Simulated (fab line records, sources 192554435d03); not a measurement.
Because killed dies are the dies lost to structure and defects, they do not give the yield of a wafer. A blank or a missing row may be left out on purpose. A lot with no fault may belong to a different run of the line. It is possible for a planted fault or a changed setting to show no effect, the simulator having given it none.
2 desks, one fault || flow n5_finfet || each desk has only its own numbers; what lay behind them comes last
Where a reading is given only as a bound, like >300, the bound stands for it, and a mean or a difference that rests on one is marked > or <: the true number lies beyond.

== THE DEFECT DESK ==
For each lot, the counts of the inspections along the route, averaged over the sampled wafers that have a number. A lot is out of limits, marked OUT, if its mean lies more than 4 standard deviations from the usual mean; the brackets give that distance.
Columns: A = raw_defect_count at N5_WELL_APT_INSPECT_27, usual 2.2; B = raw_defect_count at N5_WELL_APT_INSPECT_38, usual 13
{"lot": "L155", "first seen here": "day 2 09:17", "A": 1.0, "B": 15}
{"lot": "L156", "first seen here": "day 2 15:03", "A": ">102 (>+77) OUT", "B": "352 (+68) OUT"}
{"lot": "L158", "first seen here": "day 3 03:04", "A": ">100 (>+75) OUT", "B": "355 (+68) OUT"}
{"lot": "L166", "first seen here": "day 5 03:00", "A": 1.0, "B": 19}
{"lot": "L169", "first seen here": "day 5 20:59", "A": 1.7, "B": 11}
{"lot": "L170", "first seen here": "day 6 03:00", "A": 2.3, "B": 14}
{"lot": "L171", "first seen here": "day 6 08:55", "A": 1.7, "B": 13}
{"lot": "L173", "first seen here": "day 6 21:01", "A": 2.3, "B": 9}
{"lot": "L174", "first seen here": "day 7 03:00", "A": 2.7, "B": 17}
This desk's finding: out of limits on L156, L158; first on L156, day 2 15:03 (raw_defect_count at N5_WELL_APT_INSPECT_27). Within limits: L155, L166, L169, L170, L171, L173, L174.

== AT THE METROLOGY DESK ==
Lot by lot, what the gauges showed, no matter which tool ran the lot: averages of those sampled wafers that carry a number. A lot is out of limits, marked OUT, if its mean lies more than 4 standard deviations from the usual mean; the brackets give that distance. Only the readings that lie furthest out on some lot appear, 7 of the 11 it has.
Columns: A = DIBL_P at N5_BEOL_M4_RC_MEAS_101, usual 35.8 mV/V; B = IOFF_N at N5_BEOL_M4_RC_MEAS_101, usual 0.152 nA/um; C = IOFF_P at N5_BEOL_M4_RC_MEAS_101, usual 0.20 nA/um; D = ION_N at N5_BEOL_M4_RC_MEAS_101, usual 670 uA/um; E = SS_P at N5_BEOL_M4_RC_MEAS_101, usual 73.2 mV/dec; F = VT_N at N5_BEOL_M4_RC_MEAS_101, usual 251 mV; G = VT_P at N5_BEOL_M4_RC_MEAS_101, usual -252 mV
{"lot": "L155", "first seen here": "day 2 07:43", "A": 36.4, "B": 0.170, "C": 0.20, "D": 668, "E": 73.3, "F": 249, "G": -252}
{"lot": "L156", "first seen here": "day 2 13:46", "A": 36.4, "B": 0.144, "C": 0.19, "D": 670, "E": 73.5, "F": 253, "G": -252}
{"lot": "L158", "first seen here": "day 3 01:48", "A": 37.0, "B": 0.166, "C": 0.20, "D": 671, "E": 73.6, "F": 249, "G": -253}
{"lot": "L166", "first seen here": "day 5 01:37", "A": 38.3, "B": 0.195, "C": 0.24, "D": 684, "E": 73.3, "F": 246, "G": -248}
{"lot": "L169", "first seen here": "day 5 19:43", "A": 33.8, "B": 0.138, "C": 0.17, "D": 673, "E": 72.6, "F": 252, "G": -255}
{"lot": "L170", "first seen here": "day 6 01:43", "A": 35.7, "B": 0.149, "C": 0.20, "D": 678, "E": 73.2, "F": 249, "G": -250}
{"lot": "L171", "first seen here": "day 6 07:46", "A": 33.2, "B": 0.133, "C": 0.17, "D": 669, "E": 72.9, "F": 252, "G": -254}
{"lot": "L173", "first seen here": "day 6 19:52", "A": 37.4, "B": 0.152, "C": 0.19, "D": 664, "E": 73.6, "F": 251, "G": -252}
{"lot": "L174", "first seen here": "day 7 01:51", "A": 36.4, "B": 0.168, "C": 0.23, "D": 678, "E": 74.0, "F": 249, "G": -250}
This desk found nothing out of limits on any of the 9 lots.

== BROUGHT TOGETHER ==
The defect desk could have raised an alarm at day 2 15:03, on L156, L158.
Metrology desk: nothing out of limits seen.
The metrology desk has L156, L158 on record, within its limits.
Of the lots named, all ran N5_WELL_APT_STRIP_16 on wet_bench-06.

== WHAT HAD BEEN PUT IN BY THE SIMULATOR ==
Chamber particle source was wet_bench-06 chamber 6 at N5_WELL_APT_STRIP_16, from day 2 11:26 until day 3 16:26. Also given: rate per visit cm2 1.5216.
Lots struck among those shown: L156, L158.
Hours from the fault's start to each desk's first reading out of limits: the defect desk, 4.
